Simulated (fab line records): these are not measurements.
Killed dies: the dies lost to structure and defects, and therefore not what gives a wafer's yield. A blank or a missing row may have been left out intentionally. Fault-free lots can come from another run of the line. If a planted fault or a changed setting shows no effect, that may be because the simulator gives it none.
Chamber matching ; flow n5-finfet ; N5_BEOL_M1_DESCUM_16 on rie-diel-04 has 4 sister chambers
The step chemistry O2, time 7 s. 4 wafers are shown with their chamber, then 11 later ones without.

== WAFERS WITH THEIR CHAMBER ==
wafer;chamber;drypump-motor-current-A (A)
L084.4;3;5.4
L086.1;1;5.0
L086.3;0;5.7
L092.1;2;5.7

== WAFERS WITH NO CHAMBER GIVEN ==
wafer;drypump-motor-current-A (A)
L092.2;5.4
L092.5;5.7
L093.3;5.6
L093.4;5.0
L093.6;5.7
L096.2;5.7
L096.3;5.6
L096.4;5.6
L097.1;5.7
L097.3;5.6
L097.6;5.7

== EACH ONE'S CHAMBER ==
wafer;from the rows above;in truth
L092.2;3;3
L092.5;can't be placed: 0 or 2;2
L093.3;can't be placed: 0 or 2 or 3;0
L093.4;1;1
L093.6;can't be placed: 0 or 2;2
L096.2;can't be placed: 0 or 2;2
L096.3;can't be placed: 0 or 2 or 3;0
L096.4;can't be placed: 0 or 2 or 3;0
L097.1;can't be placed: 0 or 2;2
L097.3;can't be placed: 0 or 2 or 3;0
L097.6;can't be placed: 0 or 2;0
2 of 11 placed correctly. Unplaceable from these rows: 9, with the true chamber sitting among the candidates in 9. Placed wrongly: 0.
How it was worked out, from the rows above alone: a wafer's distance from a chamber is the root of the sum, over the readings, of the square of ((its reading less the chamber's mean) divided by the reading's scatter). The wafer belongs to the nearest chamber; if the next one is less than 2 further off, it can't be placed. A chamber's mean is the mean of its shown wafers. The scatter: with one shown wafer a chamber, the root of the mean of the squares of how far each hidden wafer lies from its nearest shown one.
